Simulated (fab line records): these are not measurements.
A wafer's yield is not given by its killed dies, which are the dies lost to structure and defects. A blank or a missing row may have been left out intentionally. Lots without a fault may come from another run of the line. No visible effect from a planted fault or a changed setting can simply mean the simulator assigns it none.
Struck lot and sound lot, side by side -- flow nandHarc -- 14 out of 1302 route steps
Sound: wafers L799.2, L799.5, L799.6. Wafers L806.3, L806.4, L806.6 were the ones struck. Last of all comes the cause.
Each step with rows lists, per side, the tool, then ch with its chambers, then its first start. Under that, the readings that differ: sound wafers -- struck wafers -- difference of the means -- sigmas: that difference in standard deviations of wafers without a fault.
alike: readings with means less than 2 such deviations apart, plus words and numbers identical on both sides. not compared: withheld readings, readings lacking a value on some wafer, bounds such as >300 that could conceal the same value, and numbers that have no deviation in the record and whose values overlap.
A row with sigmas, a row that says differs or no value, or rows on one side alone: a step with any of these is where the two part. Non-overlapping numbers with no deviation appear without sigmas and do not part them. Lack of a reading on every wafer of one side parts them only where that side has two or more wafers.

first, 1 step without rows for these wafers: NHARC_A_CONTACT_SRD_22.
NHARC_A_CONTACT_INSPECT_23:
  sound on defectInspect-02, day 23 06:04; struck on defectInspect-01, day 25 14:10
  alike: rawDefectCount
then, 9 steps without rows for these wafers: NHARC_A_BLC_DEHYDRATE_00 (time 120 s); NHARC_A_BLC_HMDS_01 (time 30 s); NHARC_A_BLC_COAT_02 (time 75 s); NHARC_A_BLC_COAT_03 (time 65 s); NHARC_A_BLC_COAT_04 (resist thk 90 nm); NHARC_A_BLC_SOFTBAKE_05 (time 55 s); NHARC_A_BLC_EBR_06; NHARC_A_BLC_EXPOSE_07 (exposes mask A BLC, target cd 100 nm); NHARC_A_BLC_PEB_08 (peb time 65 s).
NHARC_A_BLC_DEVELOP_09: develop time 35 s.
  sound on lithoTrack-01 ch 0, day 23 06:00; struck on lithoTrack-04 ch 0, day 25 14:00
reading,sound,struck,difference,sigmas
developerTempC (C),22.99 22.91 22.97,23.96 24.08 24.13,+1.10,+12
NHARC_A_BLC_CD_MEAS_10 targets a cd of 100 nm.
  sound on cdSem-03 ch 0, day 23 06:27; struck on cdSem-01 ch 0, day 25 14:40
  alike: cdNm
after that, 1 step had no rows for these wafers: NHARC_END_SORT_01.

== WHERE THEY PART ==
At NHARC_A_BLC_DEVELOP_09 and nowhere else, as far as this record goes. Later steps at which nothing parts them and some readings are alike: NHARC_A_BLC_CD_MEAS_10.

WHY: what had been put in by the simulator
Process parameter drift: lithoTrack-04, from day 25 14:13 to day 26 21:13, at NHARC_A_BLC_DEVELOP_09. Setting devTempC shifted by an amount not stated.
